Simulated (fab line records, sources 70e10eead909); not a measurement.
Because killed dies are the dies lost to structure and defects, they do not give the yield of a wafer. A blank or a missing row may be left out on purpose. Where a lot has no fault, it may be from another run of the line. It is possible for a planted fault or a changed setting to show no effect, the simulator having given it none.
fab line records	flow nand-harc
record lots=24	wafers=72	last-day=26
route steps=1159 shown A_SIN_REMOVE@808 A_WL_FILL@811 A_CONTACT@860
lots untouched by any fault: they come from a run of this same line in which no faults occurred
start-h: hours from the record's first day to the start of the lot's first wafer shown	wait-h: time in hours since the lot's previous step	" as in the row above	L1.1+2: one row covering several wafers at once	- no value, or no start was given	* or withheld: withheld	< > ~ a bound
route shown NAME@n: NAME is a module with steps in the file, n the number in the route of the first one	usual: mean and standard deviation over wafers with no fault	same: alike in all rows	chamber/n: place in a boat	sites: each site's reading	_std_site: the standard deviation of these	_edge_site: the outer-site mean with the inner-site mean subtracted	radius-mm: for every site, how far away it sits from the centre of the wafer	mask NAME#n: copy n	behind: the last tool/chamber to shape the wafer	hold: why the lot was held/for how many hours/how that ended	device: which transistor (n, p or np) failed to switch	end of line: the tests these same wafers got at the end of their route	a step given without rows: its recipe and nothing more	killed: not the wafer's yield, but the dies lost to structure and defects at the first sort	map: a wafer's dies, x killed, . not, _ none there
set.NAME: the setting that was run; set.NAME@STEP: the one run at that earlier step	model.NAME: the simulator's own value behind a step, which no gauge read
route steps across a sampled set of lots; one table per step, one row per wafer
services: the hour from which a tool's chamber was out of use, counted from the record's first day as start-h (under 0 if before that day), plus the number of hours and why
## steps
# step NHARC_A_SIN_REMOVE_INSPECT_04
# usual raw-defect-count=315/79
lot.wafer	tool	chamber	start-h	wait-h	raw-defect-count
L077.1	defect-inspect-01	-	338.52	0.0	482
L077.2	"	-	"	"	278
L077.3	"	-	"	"	289
L075.3	defect-inspect-02	-	338.52	0.0	185
L075.4	"	-	"	"	234
L075.6	"	-	"	"	201
L076.1	defect-inspect-02	-	338.53	0.0	360
L076.2	"	-	"	"	334
L076.4	"	-	"	"	490
L074.2	defect-inspect-01	-	346.32	0.0	281
L074.5	"	-	"	"	284
L074.6	"	-	"	"	245
L079.1	defect-inspect-02	-	346.32	0.0	276
L079.2	"	-	"	"	235
L079.4	"	-	"	"	289
L078.2	defect-inspect-01	-	346.33	0.0	442
L078.4	"	-	"	"	303
L078.6	"	-	"	"	559
L082.1	defect-inspect-02	-	382.21	0.0	281
L082.2	"	-	"	"	262
L082.3	"	-	"	"	266
L081.3	defect-inspect-01	-	382.21	0.0	441
L081.4	"	-	"	"	342
L081.6	"	-	"	"	275
L084.2	defect-inspect-02	-	393.97	0.0	374
L084.3	"	-	"	"	358
L084.5	"	-	"	"	360
L083.4	defect-inspect-01	-	393.97	0.0	441
L083.5	"	-	"	"	372
L083.6	"	-	"	"	314
L080.1	defect-inspect-02	-	394.00	0.0	369
L080.2	"	-	"	"	413
L080.4	"	-	"	"	341
L085.4	defect-inspect-01	-	398.66	0.0	292
L085.5	"	-	"	"	326
L085.6	"	-	"	"	352
L088.1	defect-inspect-02	-	398.67	0.0	341
L088.5	"	-	"	"	314
L088.6	"	-	"	"	283
L086.2	defect-inspect-02	-	408.23	0.0	246
L086.3	"	-	"	"	218
L086.5	"	-	"	"	327
L087.3	defect-inspect-02	-	413.28	0.1	317
L087.4	"	-	"	"	265
L087.5	"	-	"	"	278
L090.3	defect-inspect-02	-	418.59	0.0	390
L090.4	"	-	"	"	386
L090.5	"	-	"	"	307
L089.2	defect-inspect-01	-	418.59	0.0	282
L089.3	"	-	"	"	426
L089.5	"	-	"	"	317
L093.1	defect-inspect-02	-	433.09	0.0	320
L093.3	"	-	"	"	425
L093.5	"	-	"	"	450
L092.1	defect-inspect-01	-	433.10	0.0	318
L092.5	"	-	"	"	210
L092.6	"	-	"	"	383
L091.1	defect-inspect-01	-	437.81	0.1	337
L091.2	"	-	"	"	245
L091.5	"	-	"	"	338
L094.3	defect-inspect-02	-	455.40	0.0	300
L094.4	"	-	"	"	324
L094.5	"	-	"	"	234
L095.1	defect-inspect-01	-	460.20	0.0	184
L095.2	"	-	"	"	197
L095.5	"	-	"	"	310
L096.1	defect-inspect-02	-	465.58	0.0	252
L096.2	"	-	"	"	314
L096.3	"	-	"	"	273
L097.2	defect-inspect-01	-	470.61	0.0	270
L097.3	"	-	"	"	277
L097.6	"	-	"	"	311
# step NHARC_A_WL_FILL_ALD_02
# recipe target-thk-a=20	pulse-time-s=3	ald-cycles=100	temp-c=450	material=TiN
# usual heater-power-w=1103/110	precursor-pulse-height-rel=1.001/0.018
# same ald-cycles=100
lot.wafer	tool	chamber	start-h	wait-h	heater-power-w	precursor-pulse-height-rel	since-wet-clean-h
L075.4	ald-metal-03	0	339.05	0.1	1258	1.020	7
L075.3	"	2	"	"	1200	1.014	7
L075.6	"	1	"	"	1050	0.978	-
L077.3	ald-metal-04	2	339.23	0.1	1180	1.020	101
L077.1	"	3	"	"	1066	0.984	101
L077.2	"	1	"	"	1160	0.980	101
L076.2	ald-metal-02	3	339.38	0.2	1137	1.024	143
L076.4	"	0	"	"	1009	0.971	143
L076.1	"	1	"	"	1219	0.997	144
L079.4	ald-metal-03	3	346.90	0.1	1048	0.971	15
L079.1	"	0	"	"	1301	1.023	15
L079.2	"	1	"	"	1086	0.990	15
L074.2	ald-metal-02	3	347.04	0.2	1114	0.972	151
L074.6	"	3	"	"	1106	1.019	-
L074.5	"	2	"	"	919	1.007	-
L078.4	ald-metal-04	2	347.09	0.1	1160	0.976	109
L078.2	"	0	"	"	826	1.020	109
L078.6	"	1	"	"	1159	1.032	-
L082.2	ald-metal-04	1	382.82	0.2	1139	0.985	145
L082.1	"	2	"	"	1159	0.992	145
L082.3	"	0	"	"	818	0.977	145
L081.3	ald-metal-02	3	382.84	0.2	1096	0.977	9
L081.6	"	2	"	"	1032	1.020	-
L081.4	"	3	"	"	1088	0.991	-
L083.4	ald-metal-04	2	396.59	0.1	1167	0.998	159
L083.6	"	1	"	"	1173	0.977	-
L083.5	"	2	"	"	1137	1.012	-
L084.2	ald-metal-03	1	396.91	0.2	1075	1.006	65
L084.3	"	3	"	"	1051	0.996	65
L084.5	"	2	"	"	1166	1.017	-
L080.1	ald-metal-02	3	397.21	0.2	1047	0.984	23
L080.2	"	0	"	"	1019	1.007	23
L080.4	"	2	"	"	1025	0.991	23
L085.4	ald-metal-03	2	399.32	0.2	1191	1.009	67
L085.6	"	3	"	"	1071	1.031	-
L085.5	"	0	"	"	1280	1.005	-
L088.1	ald-metal-02	0	399.48	0.3	1051	0.987	26
L088.6	"	1	"	"	1170	0.998	-
L088.5	"	2	"	"	1012	1.015	-
L086.3	ald-metal-02	3	409.93	0.2	1085	0.992	36
L086.2	"	1	"	"	1200	0.992	36
L086.5	"	1	"	"	1199	1.009	-
L087.4	ald-metal-03	0	416.97	0.1	1269	0.998	85
L087.3	"	1	"	"	1088	1.023	85
L087.5	"	0	"	"	1269	0.994	-
L090.4	ald-metal-04	0	419.12	0.1	867	1.019	3
L090.3	"	3	"	"	1096	1.027	3
L090.5	"	1	"	"	1142	1.017	-
L089.2	ald-metal-02	0	419.34	0.2	1005	0.987	45
L089.3	"	1	"	"	1243	1.006	45
L089.5	"	0	"	"	1045	0.991	-
L093.3	ald-metal-03	1	433.64	0.1	1088	0.996	102
L093.1	"	0	"	"	1236	1.005	102
L093.5	"	1	"	"	1087	1.001	-
L092.1	ald-metal-04	3	433.86	0.3	1079	0.979	18
L092.6	"	0	"	"	830	1.021	-
L092.5	"	1	"	"	1171	1.015	-
L091.2	ald-metal-02	1	438.83	0.2	1225	0.999	65
L091.1	"	0	"	"	1054	0.992	65
L091.5	"	2	"	"	1021	1.000	-
L094.4	ald-metal-02	1	455.96	0.1	1211	0.976	82
L094.3	"	3	"	"	1071	0.998	82
L094.5	"	1	"	"	1165	0.988	-
L095.1	ald-metal-03	2	460.74	0.2	1196	1.012	129
L095.2	"	2	"	"	1197	1.027	-
L095.5	"	2	"	"	1194	0.971	-
L096.1	ald-metal-04	0	467.77	0.2	834	0.945	52
L096.2	"	1	"	"	1170	1.006	52
L096.3	"	2	"	"	1174	0.998	52
L097.2	ald-metal-03	3	471.18	0.2	1054	0.993	139
L097.3	"	1	"	"	1111	1.028	139
L097.6	"	0	"	"	1293	1.005	-
# step NHARC_A_WL_FILL_CMP_12
# recipe t-overpolish-s=30	target-thk-nm=75
# usual motor-current-A=12.0/0.84	overpolish-run-s=30.000/0.0096	slurry-flow-ml-min=149.9/0.52	time-to-endpoint-s=15.3/2.2
lot.wafer	tool	chamber	start-h	wait-h	motor-current-A	overpolish-run-s	slurry-flow-ml-min	time-to-endpoint-s
L076.1	cmp-03	0	369.20	4.3	10.5	29.993	150.5	15.2
L076.2	"	1	"	"	11.9	29.981	149.8	15.8
L076.4	"	2	"	"	12.9	29.994	150.0	13.2
L075.3	cmp-04	1	369.88	2.2	12.9	29.997	150.1	17.4
L075.4	"	2	"	"	10.8	30.003	150.0	14.8
L075.6	"	1	"	"	12.3	30.009	150.1	16.1
L077.1	cmp-01	0	373.45	3.6	12.4	30.004	149.1	15.2
L077.3	"	1	"	"	12.1	29.978	149.9	18.4
L077.2	"	3	"	"	11.0	30.008	149.8	16.5
L074.2	cmp-04	2	376.09	4.3	10.7	29.999	150.2	12.4
L074.5	"	2	"	"	10.9	30.004	149.9	11.5
L074.6	"	3	"	"	11.9	29.997	149.9	14.0
L078.4	cmp-04	0	377.76	2.9	13.0	29.992	150.1	15.7
L078.2	"	1	"	"	13.2	30.009	150.3	18.4
L078.6	"	2	"	"	11.0	30.010	150.0	15.1
L079.2	cmp-01	2	380.35	3.6	12.1	29.998	150.1	18.0
L079.4	"	0	"	"	12.1	30.015	150.0	20.6
L079.1	"	1	"	"	11.6	30.000	149.7	22.4
L081.3	cmp-04	0	410.65	2.2	12.6	30.000	150.4	14.9
L081.4	"	2	"	"	10.9	30.004	149.3	16.3
L081.6	"	0	"	"	13.0	29.993	150.1	13.6
L082.3	cmp-03	0	411.26	2.2	10.7	30.002	151.1	17.2
L082.1	"	1	"	"	12.5	29.991	149.6	16.6
L082.2	"	2	"	"	12.6	30.000	149.9	16.3
L080.4	cmp-01	0	421.55	2.2	12.7	30.001	150.7	15.3
L080.2	"	1	"	"	11.0	29.990	149.5	17.0
L080.1	"	2	"	"	13.4	30.000	149.6	14.0
L083.4	cmp-03	1	421.61	2.2	12.3	30.013	149.0	17.2
L083.5	"	2	"	"	12.8	30.028	150.0	14.7
L083.6	"	3	"	"	12.3	29.984	150.1	15.9
L084.3	cmp-04	2	429.31	2.9	10.3	30.001	150.4	16.2
L084.2	"	3	"	"	12.0	29.991	149.6	14.0
L084.5	"	0	"	"	12.3	30.017	150.1	14.8
L088.1	cmp-04	0	432.08	4.3	12.8	30.009	149.7	13.8
L088.6	"	3	"	"	12.3	30.005	150.8	15.8
L088.5	"	0	"	"	12.4	30.002	150.6	14.2
L085.4	cmp-01	3	433.51	2.2	11.3	30.008	151.0	17.4
L085.5	"	1	"	"	11.4	29.992	151.0	18.2
L085.6	"	2	"	"	13.7	29.992	149.5	12.8
L086.2	cmp-04	2	437.24	3.6	10.9	29.989	150.1	15.1
L086.3	"	0	"	"	12.2	30.000	149.7	13.3
L086.5	"	3	"	"	11.9	30.003	150.5	16.2
L090.3	cmp-01	1	451.31	2.9	11.1	30.007	150.1	15.8
L090.4	"	3	"	"	10.8	30.004	149.0	16.1
L090.5	"	2	"	"	12.6	30.000	149.4	16.1
L089.2	cmp-01	2	451.71	4.3	12.2	30.010	149.7	14.2
L089.3	"	0	"	"	12.4	30.001	149.6	17.3
L089.5	"	3	"	"	11.4	30.006	149.7	14.8
L087.3	cmp-04	0	456.00	2.2	13.0	30.005	149.5	12.2
L087.4	"	1	"	"	12.5	30.000	150.0	13.2
L087.5	"	1	"	"	12.4	30.013	150.3	13.6
L092.1	cmp-01	1	458.87	3.7	11.5	29.999	150.3	16.8
L092.5	"	2	"	"	11.8	29.994	150.1	12.2
L092.6	"	3	"	"	10.9	29.982	150.2	13.7
L093.1	cmp-04	3	460.36	3.7	11.5	30.002	150.3	18.7
L093.3	"	0	"	"	13.4	30.000	149.6	14.3
L093.5	"	2	"	"	11.0	30.001	150.2	15.8
L091.1	cmp-04	3	466.36	4.4	11.9	30.001	149.5	14.2
L091.2	"	0	"	"	13.3	30.011	149.4	14.5
L091.5	"	2	"	"	10.5	30.017	150.9	13.6
L095.1	cmp-04	0	489.47	4.4	13.4	30.008	150.0	12.5
L095.2	"	1	"	"	12.7	30.010	151.1	16.7
L095.5	"	0	"	"	13.0	30.004	149.5	14.6
L094.3	cmp-01	2	492.51	2.9	12.8	29.984	150.2	13.4
L094.4	"	0	"	"	12.3	30.009	150.3	15.5
L094.5	"	2	"	"	11.9	30.004	149.5	14.9
L096.1	cmp-01	2	495.46	4.4	12.9	30.010	149.6	18.1
L096.3	"	0	"	"	12.9	30.011	149.8	18.1
L096.2	"	1	"	"	10.7	30.007	149.8	19.3
L097.2	cmp-04	1	504.59	4.3	13.0	30.004	150.8	13.3
L097.3	"	0	"	"	12.6	29.998	150.2	9.4
L097.6	"	1	"	"	12.9	30.011	150.7	14.2
# step NHARC_A_CONTACT_ETCH_50
# recipe target-depth-a=847	time-s=42.4	cf4-flow-sccm=100	chf3-flow-sccm=30	ar-flow-sccm=0	rf-w=500	bias-w=200	chemistry=CF4/CHF3
# usual drypump-motor-current-A=5.8/0.51	oes-product-au=0.952/0.025	rf-vpp-V=370.5/2.1	showerhead-plenum-p-Torr=1.57/0.062	throttle-valve-pct=16.804/0.0084
# same time-s=42.4
lot.wafer	tool	chamber	start-h	wait-h	drypump-motor-current-A	oes-product-au	rf-hours-counter-h	rf-vpp-V	showerhead-plenum-p-Torr	throttle-valve-pct
L076.1	rie-diel-06	0	-	-	4.9	0.950	26	370.0	1.50	16.810
L076.4	"	1	"	"	6.0	0.945	26	371.9	1.60	16.806
L076.2	"	2	"	"	5.7	0.937	28	372.7	1.66	16.807
L075.3	rie-diel-06	3	-	-	6.3	0.945	27	369.3	1.52	16.825
L075.4	"	0	"	"	4.9	0.944	27	369.2	1.50	16.802
L075.6	"	3	"	"	6.3	0.947	-	368.9	1.51	16.794
L077.1	rie-diel-06	1	-	-	6.0	0.974	28	370.4	1.60	16.813
L077.3	"	2	"	"	5.7	0.959	30	373.1	1.66	16.810
L077.2	"	0	"	"	4.9	0.985	28	368.1	1.50	16.817
L074.2	rie-diel-06	0	-	-	4.9	0.996	28	367.2	1.50	16.803
L074.5	"	1	"	"	6.1	0.983	-	372.5	1.60	16.815
L074.6	"	2	"	"	5.8	0.965	-	373.4	1.66	16.796
L078.2	rie-diel-06	2	-	-	5.7	0.927	32	371.8	1.66	16.805
L078.4	"	3	"	"	6.3	0.938	30	368.9	1.51	16.792
L078.6	"	1	"	"	6.0	0.953	-	371.9	1.60	16.806
L079.4	rie-diel-13	0	-	-	6.1	0.938	38	365.9	1.46	16.804
L079.1	"	1	"	"	6.4	0.951	37	369.8	1.58	16.802
L079.2	"	2	"	"	5.9	0.935	40	372.5	1.61	16.799
L081.4	rie-diel-06	1	-	-	6.0	0.964	33	371.8	1.60	16.801
L081.3	"	3	"	"	6.3	0.989	33	368.7	1.51	16.783
L081.6	"	0	"	"	4.9	0.962	-	368.7	1.50	16.799
L082.1	rie-diel-09	1	-	-	5.8	0.917	61	371.6	1.61	16.795
L082.2	"	2	"	"	5.7	0.924	51	371.8	1.59	16.804
L082.3	"	3	"	"	4.8	0.921	54	371.0	1.58	16.798
L080.2	rie-diel-13	0	431.95	-	6.1	0.920	55	366.7	1.46	16.801
L080.1	"	1	"	"	6.4	0.903	54	370.5	1.57	16.814
L080.4	"	2	"	"	5.9	0.904	56	372.8	1.61	16.808
L083.4	rie-diel-13	2	-	-	6.0	0.896	57	371.4	1.61	16.804
L083.6	"	0	"	"	6.1	0.907	-	366.4	1.46	16.794
L083.5	"	1	"	"	6.4	0.918	-	369.9	1.57	16.812
L084.3	rie-diel-13	2	-	-	6.0	0.917	59	371.3	1.61	16.802
L084.2	"	1	"	"	6.4	0.923	56	369.4	1.57	16.802
L084.5	"	3	"	"	5.0	0.932	-	374.4	1.62	16.807
L088.1	rie-diel-13	1	-	-	6.4	0.918	57	370.4	1.57	16.797
L088.6	"	1	"	"	6.4	0.919	-	371.1	1.57	16.803
L088.5	"	2	"	"	6.0	0.913	-	371.8	1.61	16.804
L085.6	rie-diel-06	3	-	-	6.3	0.971	-	368.6	1.51	16.803
L085.4	"	1	"	"	6.0	0.951	-	371.1	1.60	16.814
L085.5	"	2	"	"	5.8	0.959	-	373.1	1.65	16.811
L086.2	rie-diel-06	1	-	-	6.0	0.938	4	370.2	1.60	16.800
L086.3	"	3	"	"	6.3	0.956	4	368.8	1.51	16.807
L086.5	"	1	"	"	6.0	0.930	-	372.2	1.60	16.822
L090.4	rie-diel-06	2	-	-	5.7	0.966	9	373.3	1.65	16.812
L090.3	"	3	"	"	6.3	0.975	8	367.2	1.51	16.816
L090.5	"	1	"	"	6.0	0.983	-	370.8	1.60	16.797
L089.2	rie-diel-09	1	-	-	5.8	0.946	7	371.8	1.60	16.819
L089.3	"	3	"	"	4.7	0.962	9	369.6	1.58	16.796
L089.5	"	1	"	"	5.8	0.944	-	371.9	1.60	16.798
L087.3	rie-diel-06	3	-	-	6.3	0.988	9	369.0	1.51	16.817
L087.4	"	0	"	"	4.9	0.960	4	369.4	1.50	16.821
L087.5	"	3	"	"	6.3	0.979	-	369.9	1.51	16.794
L092.1	rie-diel-06	3	-	-	6.3	1.000	10	368.9	1.51	16.807
L092.5	"	2	"	"	5.8	0.984	-	374.1	1.65	16.807
L092.6	"	3	"	"	6.3	1.005	-	368.2	1.51	16.803
L093.3	rie-diel-06	3	-	-	6.3	1.002	10	368.5	1.51	16.803
L093.1	"	1	"	"	6.0	0.956	10	371.5	1.60	16.800
L093.5	"	0	"	"	4.9	0.960	-	367.5	1.50	16.791
L091.2	rie-diel-06	3	-	-	6.4	0.979	12	368.8	1.51	16.800
L091.1	"	0	"	"	4.9	0.969	7	367.7	1.50	16.813
L091.5	"	0	"	"	4.9	0.971	-	369.2	1.50	16.796
L095.2	rie-diel-06	1	-	-	6.0	0.969	14	371.3	1.59	16.812
L095.1	"	2	"	"	5.8	0.969	14	373.0	1.65	16.810
L095.5	"	3	"	"	6.3	1.001	-	369.3	1.51	16.800
L094.4	rie-diel-09	1	-	-	5.8	0.953	21	372.1	1.60	16.807
L094.3	"	0	"	"	5.6	0.974	22	370.9	1.63	16.804
L094.5	"	2	"	"	5.7	0.948	-	372.5	1.58	16.798
L096.3	rie-diel-06	2	-	-	5.7	0.925	15	373.5	1.65	16.815
L096.1	"	0	"	"	4.9	0.922	11	369.2	1.50	16.799
L096.2	"	1	"	"	6.0	0.931	15	371.1	1.59	16.803
L097.3	rie-diel-06	3	-	-	6.3	0.972	19	368.5	1.51	16.800
L097.2	"	2	"	"	5.7	0.964	19	372.1	1.65	16.810
L097.6	"	2	"	"	5.8	0.956	-	372.7	1.65	16.797
# step NHARC_A_CONTACT_ETCH_116
# recipe source-w=withheld	pressure-mtorr=20	bias-v=3000	time-s=94	target-depth-a=9220	ar-flow-sccm=withheld	c4f8-flow-sccm=withheld	o2-flow-sccm=withheld	chemistry=C4F8/O2/Ar
# same time-s=94
lot.wafer	tool	chamber	start-h	wait-h	rf-hours-counter-h
L076.2	har-cap-etch-02	1	375.69	0.1	11
L076.1	"	0	"	"	11
L076.4	"	1	"	"	-
L075.4	har-cap-etch-01	1	376.52	0.1	-
L075.3	"	0	"	"	-
L075.6	"	0	"	"	-
L077.2	har-cap-etch-02	0	381.99	0.1	12
L077.1	"	1	"	"	12
L077.3	"	1	"	"	-
L074.2	har-cap-etch-03	0	384.00	0.1	83
L074.5	"	0	"	"	-
L074.6	"	1	"	"	-
L078.2	har-cap-etch-01	0	385.42	0.1	59
L078.4	"	0	"	"	-
L078.6	"	1	"	"	-
L079.1	har-cap-etch-03	1	389.40	0.1	84
L079.2	"	0	"	"	84
L079.4	"	0	"	"	-
L081.4	har-cap-etch-03	0	416.89	0.1	-
L081.3	"	1	"	"	-
L081.6	"	1	"	"	-
L082.1	har-cap-etch-02	1	417.35	0.1	18
L082.2	"	0	"	"	18
L082.3	"	1	"	"	-
L080.2	har-cap-etch-03	1	433.25	0.1	89
L080.1	"	0	"	"	89
L080.4	"	0	"	"	-
L083.4	har-cap-etch-02	1	434.41	0.1	-
L083.5	"	0	"	"	-
L083.6	"	1	"	"	-
L084.2	har-cap-etch-02	1	438.01	0.1	20
L084.3	"	1	"	"	-
L084.5	"	1	"	"	-
L088.1	har-cap-etch-01	1	439.11	0.1	67
L088.5	"	1	"	"	-
L088.6	"	0	"	"	-
L085.4	har-cap-etch-03	1	439.82	0.1	-
L085.6	"	1	"	"	-
L085.5	"	0	"	"	-
L086.2	har-cap-etch-02	1	445.53	0.1	23
L086.3	"	0	"	"	-
L086.5	"	1	"	"	-
L090.3	har-cap-etch-03	0	457.47	0.1	-
L090.4	"	1	"	"	-
L090.5	"	1	"	"	-
L089.2	har-cap-etch-01	1	457.86	0.1	72
L089.3	"	0	"	"	-
L089.5	"	1	"	"	-
L087.3	har-cap-etch-03	1	464.70	0.1	-
L087.4	"	0	"	"	-
L087.5	"	1	"	"	-
L092.1	har-cap-etch-02	0	466.01	0.1	27
L092.5	"	0	"	"	-
L092.6	"	1	"	"	-
L093.1	har-cap-etch-01	0	468.72	0.1	75
L093.3	"	1	"	"	-
L093.5	"	1	"	"	-
L091.1	har-cap-etch-01	0	472.74	0.1	76
L091.2	"	1	"	"	76
L091.5	"	1	"	"	-
L095.2	har-cap-etch-01	0	495.40	0.1	78
L095.1	"	1	"	"	78
L095.5	"	1	"	"	-
L094.3	har-cap-etch-03	1	498.70	0.1	-
L094.4	"	0	"	"	-
L094.5	"	0	"	"	-
L096.1	har-cap-etch-02	0	502.07	0.1	33
L096.2	"	1	"	"	33
L096.3	"	0	"	"	-
L097.2	har-cap-etch-02	0	511.94	0.1	37
L097.3	"	1	"	"	-
L097.6	"	1	"	"	-
# step NHARC_A_CONTACT_ETCH_120
# recipe source-w=withheld	pressure-mtorr=20	bias-v=3000	time-s=94	target-depth-a=9220	ar-flow-sccm=withheld	c4f8-flow-sccm=withheld	o2-flow-sccm=withheld	chemistry=C4F8/O2/Ar
# same time-s=94
lot.wafer	tool	chamber	start-h	wait-h	rf-hours-counter-h
L076.2	har-cap-etch-02	1	376.05	0.1	11
L076.1	"	0	"	"	11
L076.4	"	1	"	"	-
L075.4	har-cap-etch-01	1	376.89	0.1	-
L075.3	"	0	"	"	-
L075.6	"	0	"	"	-
L077.2	har-cap-etch-02	0	382.35	0.1	13
L077.1	"	1	"	"	13
L077.3	"	1	"	"	-
L074.2	har-cap-etch-03	0	384.37	0.1	83
L074.5	"	0	"	"	-
L074.6	"	1	"	"	-
L078.2	har-cap-etch-01	0	385.78	0.1	59
L078.4	"	0	"	"	-
L078.6	"	1	"	"	-
L079.1	har-cap-etch-03	1	389.76	0.1	84
L079.2	"	0	"	"	84
L079.4	"	0	"	"	-
L081.4	har-cap-etch-03	0	417.38	0.1	-
L081.3	"	1	"	"	-
L081.6	"	1	"	"	-
L082.1	har-cap-etch-02	1	417.71	0.1	18
L082.2	"	0	"	"	18
L082.3	"	1	"	"	-
L080.2	har-cap-etch-03	1	433.61	0.1	89
L080.1	"	0	"	"	89
L080.4	"	0	"	"	-
L083.4	har-cap-etch-02	1	434.90	0.1	-
L083.5	"	0	"	"	-
L083.6	"	1	"	"	-
L084.2	har-cap-etch-02	1	438.38	0.1	20
L084.3	"	1	"	"	-
L084.5	"	1	"	"	-
L088.1	har-cap-etch-01	1	439.47	0.1	67
L088.5	"	1	"	"	-
L088.6	"	0	"	"	-
L085.4	har-cap-etch-03	1	440.19	0.1	-
L085.6	"	1	"	"	-
L085.5	"	0	"	"	-
L086.2	har-cap-etch-02	1	445.89	0.1	23
L086.3	"	0	"	"	-
L086.5	"	1	"	"	-
L090.3	har-cap-etch-03	0	457.83	0.1	-
L090.4	"	1	"	"	-
L090.5	"	1	"	"	-
L089.2	har-cap-etch-01	1	458.23	0.1	72
L089.3	"	0	"	"	-
L089.5	"	1	"	"	-
L087.3	har-cap-etch-03	1	465.07	0.1	-
L087.4	"	0	"	"	-
L087.5	"	1	"	"	-
L092.1	har-cap-etch-02	0	466.37	0.1	27
L092.5	"	0	"	"	-
L092.6	"	1	"	"	-
L093.1	har-cap-etch-01	0	469.08	0.1	75
L093.3	"	1	"	"	-
L093.5	"	1	"	"	-
L091.1	har-cap-etch-01	0	473.10	0.1	76
L091.2	"	1	"	"	76
L091.5	"	1	"	"	-
L095.2	har-cap-etch-01	0	495.76	0.1	79
L095.1	"	1	"	"	79
L095.5	"	1	"	"	-
L094.3	har-cap-etch-03	1	499.06	0.1	-
L094.4	"	0	"	"	-
L094.5	"	0	"	"	-
L096.1	har-cap-etch-02	0	502.44	0.1	33
L096.2	"	1	"	"	33
L096.3	"	0	"	"	-
L097.2	har-cap-etch-02	0	512.30	0.1	37
L097.3	"	1	"	"	-
L097.6	"	1	"	"	-
## services
tool	chamber	start-h	hours	kind
rie-diel-06	1	321.64	2.7	repair
ald-metal-02	3	329.62	8.8	repair
cmp-01	-	333.15	1.0	repair
cmp-01	-	334.97	0.8	repair
ald-metal-02	0	343.56	42.5	repair
cmp-04	-	346.39	1.0	repair
cmp-01	-	357.89	0.5	repair
ald-metal-02	-	364.00	10.0	pm
cmp-01	-	375.50	4.0	pm
ald-metal-02	-	377.43	0.7	repair
cmp-04	-	399.01	4.0	pm
ald-metal-02	0	403.46	6.4	repair
cmp-04	-	411.80	1.7	repair
rie-diel-06	-	418.23	9.0	pm
ald-metal-02	0	427.45	3.1	repair
rie-diel-06	0	432.23	13.8	repair
har-cap-etch-01	-	437.29	0.6	repair
cmp-01	-	473.50	4.0	pm
cmp-04	-	474.81	1.0	repair
cmp-04	-	483.77	4.2	repair
har-cap-etch-01	-	488.54	0.7	repair
ald-metal-02	-	491.63	0.6	repair
cmp-04	-	497.01	4.0	pm
har-cap-etch-03	-	507.73	34.0	repair
## key
fault none
